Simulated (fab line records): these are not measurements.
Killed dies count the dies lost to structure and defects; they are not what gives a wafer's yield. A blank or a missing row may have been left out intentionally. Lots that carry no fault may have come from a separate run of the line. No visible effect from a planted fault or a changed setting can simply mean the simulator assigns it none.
fab line records	flow n5Finfet
record: lots: 10	wafers: 29	lastDay: 20
route steps=1938 shown STI_FIN_REVEAL@190 DUMMY_GATE@215 BEOL_M4@1111 PASSIVATION@1936
lots that met no fault: from a run of the same line without faults
startH: the number of hours between the record's first day and the start of the first shown wafer of the lot	waitH: hours elapsed since this lot's preceding step	" unchanged from the row above	L1.1+2: a single row standing in for several wafers	- no value, or no start given	* or withheld: withheld	< > ~ a bound
route shown NAME@n: NAME is a module with steps in the file, n the number in the route of the first one	usual: mean/standard deviation taken from wafers without a fault	same: alike in all rows	chamber/n: place in a boat	sites: readings site by site	_std_site: how widely they spread, as a standard deviation	_edge_site: outer sites' mean less inner sites'	radiusMm: for every site, how far away it sits from the centre of the wafer	mask NAME#n: copy n	behind: the most recent tool/chamber to have shaped the wafer	hold: the reason the lot was held/the length of the hold in hours/how it ended	device: which transistor (n, p or np) failed to switch	end of line: the tests these same wafers got at the end of their route	a step without rows: its recipe alone	killed: not the wafer's yield, but the dies lost to structure and defects at the first sort	map: a wafer's dies, x killed, . not, _ none there
set.NAME: the setting as run; set.NAME@STEP: as run at that earlier step	model.NAME: the simulator's own value behind a step, which no gauge read
route steps across a sampled set of lots; one table per step, one row per wafer
services: when a tool's chamber went out of use (startH, in hours from the record's first day, below 0 if earlier), for how many hours, and the reason
== steps ==
step: N5_STI_FIN_REVEAL_ETCHBACK_08
recipe: chemistry: C4F6/O2	target: SiO2	targetDepthA: 305	timeS: 10.167	ionEnergyEv: 250	pressureMtorr: 30	sourceW: 345	biasW: 185	Ar_flow_sccm: 300	C4F6_flow_sccm: 10	O2_flow_sccm: 10
usual: chamberPressureMTorr: 30.001/0.027	drypumpMotorCurrentA: 5.7/0.49	oesProductAu: 0.78/0.092	rfVppV: 666/12	showerheadPlenumPTorr: 2.83/0.07	throttleValvePct: 21.11/0.21
lot.wafer	tool	chamber	startH	waitH	chamberPressureMTorr	drypumpMotorCurrentA	oesProductAu	rfHoursCounterH	rfVppV	showerheadPlenumPTorr	throttleValvePct
L810.2	rieDiel-05	0	33.90	0.2	30.015	5.7	0.75	176	656	2.84	21.20
L810.4	"	1	"	"	30.012	5.8	0.73	169	672	2.73	21.35
L810.6	"	1	"	"	30.054	5.8	0.72	-	673	2.73	21.36
L815.2	rieDiel-01	2	63.77	0.2	30.043	5.4	0.93	7	652	2.80	21.13
L815.3	"	0	"	"	29.957	5.8	0.69	236	659	2.91	21.06
L815.4	"	1	"	"	29.956	6.0	0.88	34	681	2.87	20.74
L816.1	rieDiel-06	2	69.39	0.2	29.972	4.6	0.88	47	684	2.88	21.25
L816.3	"	0	"	"	29.982	5.5	0.90	24	668	2.91	20.80
L816.4	"	1	"	"	29.976	5.3	0.75	169	650	2.72	21.13
L817.3	rieDiel-01	1	77.71	0.1	29.971	6.0	0.87	38	680	2.87	20.76
L817.5	"	1	"	"	29.999	6.0	0.87	-	681	2.87	20.77
L817.6	"	2	"	"	29.978	5.4	0.91	-	653	2.80	21.13
L826.2	rieDiel-06	2	129.67	0.2	29.987	4.6	0.84	70	684	2.87	21.27
L826.4	"	0	"	"	30.019	5.5	0.87	47	668	2.90	20.83
L826.5	"	1	"	"	29.970	5.3	0.72	-	654	2.71	21.14
L827.3	rieDiel-05	2	136.88	0.1	30.043	6.1	0.66	245	663	2.92	21.12
L827.5	"	0	"	"	29.985	5.7	0.73	-	655	2.83	21.25
L827.6	"	2	"	"	29.990	6.1	0.67	-	663	2.92	21.14
L828.1	rieDiel-06	3	142.29	0.2	30.039	5.6	0.69	221	651	2.80	21.09
L828.3	"	1	"	"	30.018	5.3	0.72	195	651	2.71	21.15
L828.5	"	3	"	"	30.048	5.6	0.71	-	648	2.80	21.09
L830.1	rieDiel-05	0	155.03	0.2	29.997	5.7	0.72	219	652	2.82	21.27
L830.4	"	0	"	"	29.994	5.7	0.72	-	653	2.82	21.27
L830.5	"	3	"	"	30.040	6.6	0.95	-	682	2.80	20.70
L831.3	rieDiel-06	0	160.70	0.2	29.971	5.5	0.84	59	666	2.89	20.84
L831.6	"	2	"	"	29.991	4.6	0.83	-	683	2.87	21.28
L832.1	rieDiel-01	1	166.01	0.2	30.004	6.0	0.82	74	680	2.86	20.82
L832.5	"	1	"	"	30.060	6.0	0.81	-	679	2.86	20.80
L832.6	"	0	"	"	30.017	5.8	0.96	-	659	2.89	20.65
step: N5_DUMMY_GATE_CVD_03
recipe: material: a-Si	targetThkA: 1500	tempC: 530	precursor: SiH4	timeS: 8042
usual: spikeTcUpperC: 530.1/0.49
lot.wafer	tool	chamber	startH	waitH	spikeTcUpperC
L810.2	lpcvd-01	0/20	37.37	0.1	530.3
L810.4	"	0/29	"	"	530.3
L810.6	"	0/39	"	"	530.3
L815.2	lpcvd-01	0/20	67.80	0.1	530.2
L815.3	"	0/25	"	"	530.2
L815.4	"	0/29	"	"	530.2
L816.1	lpcvd-01	1/40	72.63	0.1	529.6
L816.3	"	1/50	"	"	529.6
L816.4	"	1/54	"	"	529.6
L817.3	lpcvd-01	1/100	82.39	0.1	529.5
L817.5	"	1/109	"	"	529.5
L817.6	"	1/114	"	"	529.5
L826.2	lpcvd-02	0/95	132.92	0.1	530.5
L826.4	"	0/104	"	"	530.5
L826.5	"	0/109	"	"	530.5
L827.3	lpcvd-02	1/100	140.12	0.1	530.6
L827.5	"	1/109	"	"	530.6
L827.6	"	1/114	"	"	530.6
L828.1	lpcvd-02	0/15	145.53	0.1	530.0
L828.3	"	0/25	"	"	530.0
L828.5	"	0/34	"	"	530.0
L830.1	lpcvd-02	1/90	158.28	0.1	530.6
L830.4	"	1/104	"	"	530.6
L830.5	"	1/109	"	"	530.6
L831.3	lpcvd-01	1/25	163.95	0.1	529.7
L831.6	"	1/39	"	"	529.7
L832.1	lpcvd-01	1/15	169.42	0.2	529.5
L832.5	"	1/34	"	"	529.5
L832.6	"	1/39	"	"	529.5
step: N5_DUMMY_GATE_CMP_04
recipe: material: a-Si	postCmpClean: alkalineBrush
usual: motorCurrentA: 10.1/1	padLifeWafers: 948/650	slurryFilterDpKPa: 13.51/0.14	timeToEndpointS: 14.4/2.5
lot.wafer	tool	chamber	startH	waitH	motorCurrentA	padLifeWafers	slurryFilterDpKPa	timeToEndpointS
L810.4	cmp-04	3	41.14	0.1	10.6	457	13.53	13.7
L810.2	"	1	"	"	11.7	459	13.54	15.0
L810.6	"	3	"	"	10.2	-	13.64	16.9
L815.2	cmp-03	2	71.57	0.1	10.6	121	13.88	6.0
L815.3	"	3	"	"	10.4	122	13.51	8.0
L815.4	"	0	"	"	9.4	123	13.49	7.4
L816.3	cmp-04	0	76.40	0.1	10.9	637	13.75	1.6
L816.4	"	1	"	"	11.7	638	13.48	5.8
L816.1	"	2	"	"	10.7	639	13.37	6.7
L817.3	cmp-01	3	86.22	0.1	10.1	1767	13.52	7.8
L817.6	"	0	"	"	7.5	-	13.25	8.4
L817.5	"	1	"	"	10.0	-	13.73	7.0
L826.2	cmp-04	0	136.73	0.1	11.4	1118	13.22	12.6
L826.4	"	1	"	"	11.5	1119	13.31	15.0
L826.5	"	2	"	"	11.0	-	13.62	16.9
L827.3	cmp-04	2	143.92	0.1	11.0	1178	13.61	17.3
L827.5	"	0	"	"	11.2	-	13.39	10.5
L827.6	"	1	"	"	11.1	-	13.50	14.6
L828.1	cmp-03	2	149.31	0.1	10.4	756	13.50	12.7
L828.3	"	1	"	"	9.6	759	13.52	11.4
L828.5	"	3	"	"	10.0	-	13.83	11.5
L830.4	cmp-01	0	163.84	0.0	8.0	294	13.27	16.5
L830.1	"	2	"	"	9.7	296	13.56	19.3
L830.5	"	0	"	"	8.1	-	13.61	16.6
L831.3	cmp-01	1	169.60	0.1	9.8	369	13.48	16.1
L831.6	"	2	"	"	9.3	-	13.61	15.2
L832.1	cmp-03	1	173.22	0.1	10.1	1016	13.76	7.8
L832.6	"	3	"	"	10.6	-	13.55	12.0
L832.5	"	0	"	"	9.0	-	13.56	14.3
step: N5_DUMMY_GATE_CD_MEAS_15
recipe: targetCdNm: 25.8	landingEnergyEv: 500	detector: seInlens
usual: cdNm: 25.04/0.25
same: landingEnergyEv: 500
lot.wafer	tool	chamber	startH	waitH	cdNm
L810.2	cdSem-03	0	45.79	-	25.02
L810.4	"	0	"	"	25.02
L810.6	"	0	"	"	24.94
L815.2	cdSem-01	0	76.22	-	25.10
L815.3	"	0	"	"	25.50
L815.4	"	0	"	"	25.18
L816.1	cdSem-03	0	81.03	-	24.81
L816.3	"	0	"	"	24.74
L816.4	"	0	"	"	24.95
L817.3	cdSem-02	0	90.66	-	25.07
L817.5	"	0	"	"	24.91
L817.6	"	0	"	"	25.12
L826.2	cdSem-02	0	141.34	-	24.91
L826.4	"	0	"	"	25.35
L826.5	"	0	"	"	25.60
L827.3	cdSem-02	0	148.39	-	24.52
L827.5	"	0	"	"	25.15
L827.6	"	0	"	"	25.42
L828.1	cdSem-01	0	153.86	-	25.06
L828.3	"	0	"	"	25.31
L828.5	"	0	"	"	25.14
L830.1	cdSem-02	0	170.46	-	25.38
L830.4	"	0	"	"	25.61
L830.5	"	0	"	"	25.12
L831.3	cdSem-02	0	174.24	-	24.49
L831.6	"	0	"	"	24.77
L832.1	cdSem-01	0	177.82	-	25.12
L832.5	"	0	"	"	24.89
L832.6	"	0	"	"	25.38
step: N5_BEOL_M4_RC_MEAS_101
usual: DIBL_N: 36.3/1.7	DIBL_P: 36.5/2.1	IOFF_N: 0.16/0.03	IOFF_P: 0.22/0.035	ION_N: 675/11	ION_P: 465/7.1	SS_N: 71.5/0.62	SS_P: 73.3/0.64	VT_N: 250/3.1	VT_P: -249.1/3
lot.wafer	tool	chamber	startH	waitH	DIBL_N[mV/V]	DIBL_P[mV/V]	IOFF_N[nA/um]	IOFF_P[nA/um]	ION_N[uA/um]	ION_P[uA/um]	SS_N[mV/dec]	SS_P[mV/dec]	VT_N[mV]	VT_P[mV]
L810.2	prober-01	0	170.56	0.8	37.8	38.9	0.19	0.26	682	470	72.1	73.8	246	-245.8
L810.4	"	0	"	"	37.7	38.4	0.19	0.27	686	473	72.0	73.4	248	-246.1
L810.6	"	0	"	"	35.5	36.7	0.15	0.23	675	469	71.0	72.5	252	-248.8
L830.1	prober-01	0	308.98	0.0	38.4	36.9	0.19	0.25	681	468	72.3	73.4	246	-245.4
L830.4	"	0	"	"	36.6	34.3	0.15	0.21	674	468	71.7	73.4	248	-246.7
L830.5	"	0	"	"	37.4	36.5	0.18	0.24	694	474	71.3	73.3	246	-247.4
L832.1	prober-02	0	312.24	0.0	36.3	37.6	0.16	0.22	682	468	71.6	73.7	251	-250.8
L832.5	"	0	"	"	38.9	40.8	0.22	0.28	684	473	72.1	74.7	246	-246.8
L832.6	"	0	"	"	38.1	39.7	0.20	0.26	709	484	71.6	74.1	245	-246.6
L827.3	prober-01	0	321.85	0.3	35.2	36.0	0.13	0.18	661	457	71.8	72.7	254	-253.5
L827.5	"	0	"	"	33.0	35.1	0.12	0.16	669	457	70.7	71.9	253	-253.4
L827.6	"	0	"	"	36.3	38.6	0.15	0.22	668	466	70.7	73.0	253	-248.7
L826.2	prober-02	0	325.00	0.2	32.9	34.5	0.14	0.19	678	462	71.1	73.4	249	-251.0
L826.4	"	0	"	"	33.7	35.4	0.14	0.20	661	459	71.2	72.9	249	-253.3
L826.5	"	0	"	"	33.4	34.9	0.14	0.19	660	459	70.5	73.0	252	-251.4
L831.3	prober-01	0	327.50	0.3	36.0	35.6	0.14	0.19	664	456	71.3	72.3	251	-252.3
L831.6	"	0	"	"	37.3	36.9	0.16	0.21	685	462	71.8	73.2	250	-249.8
L828.1	prober-02	0	330.25	0.0	37.5	38.0	0.18	0.28	662	460	71.3	73.8	248	-245.2
L828.3	"	0	"	"	37.8	36.8	0.17	0.24	678	466	72.0	73.4	251	-246.1
L828.5	"	0	"	"	39.2	38.9	0.20	0.26	672	456	72.5	73.3	247	-245.9
step: N5_PASSIVATION_PROBE_49
usual: defectLimitedYield: 91.2/1.4	killed_at_M0_to_M3: 36/10	killed_at_M4_up: 13/5.1	killedAtContacts: 12/5.4	killedAtFrontEnd: 39/11	killedAtOther: 3.5/2.4	killedDies: 104/17	killedOnRim: 14/3.8	killedOpen: 67/13	killedShort: 36/8.3	sort_bin_5_function: 5.2/0.98	sort_bin_6_memory: 3.3/0.68	sortNPass: 1076/17	sortYieldPct: 91.2/1.4
same: grossDies: 1180	killedAtBackSide: 0	sort_bin_4_leakage[%]: 0	sort_bin_8_speed[%]: 0
lot.wafer	tool	chamber	startH	waitH	defectLimitedYield[%]	killed_at_M0_to_M3	killed_at_M4_up	killedAtContacts	killedAtFrontEnd	killedAtOther	killedDies	killedOnRim	killedOpen	killedShort	sort_bin_5_function[%]	sort_bin_6_memory[%]	sortNPass	sortYieldPct[%]
L815.2	prober-02	-	280.22	0.1	0	28	11	8	1130	3	1180	152	40	29	97.8	1.7	0	0
L815.3	prober-02	-	280.27	0.1	0	19	12	13	1136	0	1180	152	54	39	96.4	3.3	0	0
L815.4	prober-02	-	280.32	0.2	0	33	5	6	1133	3	1180	152	56	33	96.9	2.6	0	0
L816.1	prober-01	-	283.69	0.0	0	34	16	5	1123	2	1180	152	52	26	98.1	1.7	0	0
L816.3	prober-01	-	283.79	0.1	0	43	12	6	1113	6	1180	152	76	49	95.1	4.5	0	0
L816.4	prober-01	-	283.84	0.2	0	27	12	9	1122	10	1180	152	49	40	97.1	2.7	0	0
L817.3	prober-01	-	287.72	0.1	0	22	18	9	1128	3	1180	152	70	30	96.4	3.3	0	0
L817.5	prober-01	-	287.82	0.2	0	30	12	6	1127	5	1180	152	58	36	96.6	3.2	0	0
L817.6	prober-01	-	287.87	0.3	0	34	13	7	1125	1	1180	152	64	46	95.8	4.0	0	0
L827.3	prober-01	-	448.93	0.1	91.6	46	14	11	27	1	99	11	72	26	5.1	3.0	1081	91.6
L827.5	prober-01	-	449.03	0.2	88.9	43	21	16	50	1	131	20	83	47	6.1	4.6	1049	88.9
L827.6	prober-01	-	449.08	0.3	89.2	55	12	8	50	2	127	14	87	39	5.2	4.8	1053	89.2
killed by level:class
L815.2 DUMMY_GATE:areaCvd=1109 BEOL_M0_SAQP:geometricParticle:short=8 BEOL_M2:geometricParticle:open=8 MOL_CONTACT_COAG:geometricParticle:open=7 BEOL_M0_SAQP:geometricParticle:open=4 BEOL_M3:geometricParticle:open=4 FIN_SAQP:geometricParticle:short=3 FIN_CUT:geometricParticle:short=3
L815.3 DUMMY_GATE:areaCvd=1084 STI_FIN_REVEAL:geometricParticle:open=9 MOL_CONTACT_COAG:geometricParticle:open=9 FIN_SAQP:geometricParticle:open=7 FIN_SAQP:geometricParticle:short=7 BEOL_M0_SAQP:geometricParticle:open=5 BEOL_M0_SAQP:geometricParticle:short=5 DUMMY_GATE:geometricParticle:open=4
L815.4 DUMMY_GATE:areaCvd=1089 FIN_SAQP:geometricParticle:open=12 STI_FIN_REVEAL:geometricParticle:open=8 BEOL_M0_SAQP:geometricParticle:short=8 BEOL_M0_SAQP:geometricParticle:open=8 BEOL_M3:geometricParticle:open=7 FIN_SAQP:geometricParticle:short=6 MOL_CONTACT_COAG:geometricParticle:open=5
L816.1 DUMMY_GATE:areaCvd=1101 BEOL_M4:geometricParticle:open=12 BEOL_M0_SAQP:geometricParticle:short=10 FIN_SAQP:geometricParticle:open=7 BEOL_M0_SAQP:geometricParticle:open=7 BEOL_M0:geometricParticle:open=5 BEOL_M1:geometricParticle:open=5 MOL_CONTACT_COAG:geometricParticle:open=4
L816.3 DUMMY_GATE:areaCvd=1055 FIN_SAQP:geometricParticle:short=17 FIN_SAQP:geometricParticle:open=13 BEOL_M0_SAQP:geometricParticle:short=11 STI_FIN_REVEAL:geometricParticle:open=10 BEOL_M3:geometricParticle:open=9 BEOL_M0_SAQP:geometricParticle:open=9 BEOL_M3:geometricParticle:short=5
L816.4 DUMMY_GATE:areaCvd=1091 STI_FIN_REVEAL:geometricParticle:open=10 BEOL_M0_SAQP:geometricParticle:short=10 MOL_CONTACT_COAG:geometricParticle:open=6 FIN_SAQP:geometricParticle:short=5 GATE_CUT:geometricParticle:short=5 BEOL_M0_SAQP:geometricParticle:open=4 BEOL_M4:geometricParticle:open=4
L817.3 DUMMY_GATE:areaCvd=1080 STI_FIN_REVEAL:geometricParticle:open=13 MOL_CONTACT_COAG:geometricParticle:open=8 DUMMY_GATE:geometricParticle:open=7 BEOL_M1:geometricParticle:open=7 FIN_SAQP:geometricParticle:short=6 GATE_CUT:geometricParticle:short=6 BEOL_M4:geometricParticle:open=6
L817.5 DUMMY_GATE:areaCvd=1086 STI_FIN_REVEAL:geometricParticle:open=13 FIN_SAQP:geometricParticle:short=8 BEOL_M1:geometricParticle:open=8 BEOL_M0_SAQP:geometricParticle:short=6 BEOL_M5:geometricParticle:open=5 GATE_CUT:geometricParticle:open=5 MOL_CONTACT_COAG:geometricParticle:open=5
L817.6 DUMMY_GATE:areaCvd=1070 STI_FIN_REVEAL:geometricParticle:open=15 FIN_SAQP:geometricParticle:short=14 BEOL_M0_SAQP:geometricParticle:short=9 BEOL_M0_SAQP:geometricParticle:open=9 FIN_SAQP:geometricParticle:open=8 STI_FIN_REVEAL:geometricParticle:short=8 MOL_CONTACT_COAG:geometricParticle:open=6
L827.3 BEOL_M0_SAQP:geometricParticle:open=18 BEOL_M0_SAQP:geometricParticle:short=14 STI_FIN_REVEAL:geometricParticle:open=12 MOL_CONTACT_COAG:geometricParticle:open=8 BEOL_M1:geometricParticle:open=7 BEOL_M4:geometricParticle:open=6 FIN_SAQP:geometricParticle:open=5 BEOL_M0:geometricParticle:open=4
L827.5 MOL_CONTACT_COAG:geometricParticle:open=14 BEOL_M0_SAQP:geometricParticle:short=13 BEOL_M4:geometricParticle:open=12 STI_FIN_REVEAL:geometricParticle:open=11 BEOL_M0_SAQP:geometricParticle:open=10 FIN_SAQP:geometricParticle:open=9 FIN_SAQP:geometricParticle:short=8 BEOL_M3:geometricParticle:open=6
L827.6 BEOL_M2:geometricParticle:open=15 STI_FIN_REVEAL:geometricParticle:open=12 FIN_SAQP:geometricParticle:open=11 BEOL_M0_SAQP:geometricParticle:short=10 BEOL_M0_SAQP:geometricParticle:open=8 BEOL_M4:geometricParticle:open=8 BEOL_M0:geometricParticle:open=6 MOL_CONTACT_COAG:geometricParticle:short=5
== services ==
tool	chamber	startH	hours	kind
rieDiel-01	2	21.23	-	clean
rieDiel-01	2	21.23	-	consumableReplace:focusRing
rieDiel-01	2	21.23	18.3	scheduledDown
rieDiel-01	2	21.23	18.3	ventCycle
cmp-03	-	33.30	4.2	pm
cmp-04	-	56.91	11.9	pm
cmp-03	-	57.43	4.0	pm
cmp-03	-	61.43	-	consumableReplace:conditioner
cmp-03	-	61.43	-	consumableReplace:pad
cmp-01	-	64.01	1.9	repair
rieDiel-05	0	65.41	2.3	repair
rieDiel-05	2	83.44	2.5	repair
rieDiel-01	0	100.97	-	clean
rieDiel-01	0	100.97	-	consumableReplace:focusRing
rieDiel-01	0	100.97	22.1	scheduledDown
rieDiel-01	0	100.97	22.1	ventCycle
cmp-04	-	102.28	0.7	repair
rieDiel-05	-	106.30	2.8	pm
rieDiel-06	1	121.89	3.9	repair
cmp-01	-	125.49	4.0	pm
rieDiel-05	3	134.17	-	clean
rieDiel-05	3	134.17	-	consumableReplace:focusRing
cmp-01	-	150.71	1.7	repair
rieDiel-06	1	168.38	3.6	repair
== key ==
firstSign: step: N5_DUMMY_GATE_CMP_04	reading: timeToEndpointS	direction: down	sigmas: 3.2	usual: *	struck: *
effect: step: N5_PASSIVATION_PROBE_49	reading: killedAtFrontEnd	direction: up	sigmas: 99+	usual: 39	struck: 1126
moreKillsBornAt: N5_DUMMY_GATE_CVD_03@lpcvd-01: 9765
metAt N5_DUMMY_GATE_CVD_03
struckLots L815,L816,L817
laterRowsLeftOut L815.2,L815.3,L815.4,L816.1,L816.3,L816.4,L817.3,L817.5,L817.6
notActingAt N5_STI_FIN_REVEAL_ETCHBACK_08,N5_DUMMY_GATE_CD_MEAS_15
fault: kind: processParameterDrift	tool: lpcvd-01	chamber: -	onsetH: 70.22	steps: N5_DUMMY_GATE_CVD_03	channel: timeS	offset: *	shape: step	endH: 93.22	actsIn: *	stated: *
laterRowsLeftOut: the simulator's readings of these wafers behind a module that went badly wrong aren't trusted and aren't shown, but for the sort
